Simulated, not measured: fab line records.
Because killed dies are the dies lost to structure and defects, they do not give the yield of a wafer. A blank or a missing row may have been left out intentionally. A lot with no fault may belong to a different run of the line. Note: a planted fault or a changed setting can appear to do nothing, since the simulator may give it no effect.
Which of the tools did it?	flow n5_finfet	Sampling: 10 lots, 30 wafers, 2 of 1938 route steps

## WHAT THE GAUGES READ, wafer by wafer
N5_BEOL_M9_CD_MEAS_28: target cd 70 nm. Usual: cd_nm 69.98 nm, standard deviation 0.28.
lot	measured	on	cd_nm (nm)	flag
L517	day 11 01:01	cd_sem-03	70.07 70.23 70.10	
L520	day 12 01:55	cd_sem-02	70.44 70.17 70.08	
L522	day 12 02:17	cd_sem-03	69.46 70.37 70.12	
L525	day 12 06:40	cd_sem-02	69.49 70.06 69.89	
L521	day 12 09:55	cd_sem-03	70.12 69.47 69.86	
L523	day 12 17:53	cd_sem-03	69.62 69.55 69.68	
L528	day 13 06:05	cd_sem-01	69.78 70.17 70.02	
L526	day 13 06:07	cd_sem-03	69.89 69.48 69.89	
L533	day 14 15:55	cd_sem-02	70.04 69.83 69.86	
L531	day 14 15:46	cd_sem-03	69.74 69.74 69.82	

## WHICH TOOL RAN EACH LOT (tool, then ch and the chambers of the sampled wafers, then the start)
lot	N5_BEOL_M9_STRIP_19
L517	rie_diel-03 ch 0,1, day 10 23:20
L520	rie_diel-04 ch 1,2,3, day 11 21:42
L522	rie_diel-02 ch 1,2, day 12 00:55
L525	rie_diel-04 ch 0,1,2, day 12 06:03
L521	rie_diel-03 ch 2,3, day 12 07:50
L523	rie_diel-04 ch 0,3, day 12 16:43
L528	rie_diel-03 ch 0,1, day 13 05:00
L526	rie_diel-02 ch 2,3, day 13 05:33
L533	rie_diel-03 ch 0,1,2, day 14 12:46
L531	rie_diel-03 ch 1,2, day 14 12:49
- N5_BEOL_M9_STRIP_19: strips in O2.

## WHAT THE TOOLS THEMSELVES READ (means of the sampled wafers that have a number; where no wafer has one, the mark that the record gives instead)
N5_BEOL_M9_STRIP_19. Usual: drypump_motor_current_A 5.8 A, standard deviation 0.38; oes_product_au 0.79 a.u., standard deviation 0.097; rf_vpp_V 3.7 V, standard deviation 0.54; showerhead_plenum_p_Torr 2.08 Torr, standard deviation 0.081; temp_c 40.00 C, standard deviation 0.12; throttle_valve_pct 16.64 %, standard deviation 0.24.
lot	tool	drypump_motor_current_A (A)	oes_product_au (a.u.)	rf_vpp_V (V)	showerhead_plenum_p_Torr (Torr)	temp_c (C)	throttle_valve_pct (%)	flag
L517	rie_diel-03	5.8	0.81	3.7	2.04	40.05	16.42	
L520	rie_diel-04	5.8	0.85	3.0	2.15	39.95	16.60	
L522	rie_diel-02	6.0	0.82	3.9	2.07	40.00	16.69	
L525	rie_diel-04	5.5	0.79	3.7	2.06	40.14	16.64	
L521	rie_diel-03	5.7	0.71	3.5	2.11	39.91	16.76	
L523	rie_diel-04	5.8	0.72	3.9	2.05	39.98	16.85	
L528	rie_diel-03	5.8	0.80	4.2	2.04	40.09	16.44	
L526	rie_diel-02	5.5	0.72	3.9	2.06	39.93	17.02	
L533	rie_diel-03	5.9	0.76	3.6	2.03	40.00	16.57	
L531	rie_diel-03	5.9	0.73	4.5	2.02	39.93	16.71	

## THE ANSWER, worked out from the rows above alone
Rule: a lot is off if the mean of its wafers that have a number lies more than 3 standard deviations from the usual mean. A lot without any number at a reading at which 4 lots or more have one is off too. The other lots that the step has rows for count as sound. First the gauges in route order, then the tools' own readings, where a lot's mean is used as printed above. The first step at which some lot is off is used, and at that step the reading that is off furthest; a lot without a number counts as furthest.
Across all readings shown, no lot is off: no conclusion can be drawn from this.

## WHAT WAS PUT IN BY THE SIMULATOR
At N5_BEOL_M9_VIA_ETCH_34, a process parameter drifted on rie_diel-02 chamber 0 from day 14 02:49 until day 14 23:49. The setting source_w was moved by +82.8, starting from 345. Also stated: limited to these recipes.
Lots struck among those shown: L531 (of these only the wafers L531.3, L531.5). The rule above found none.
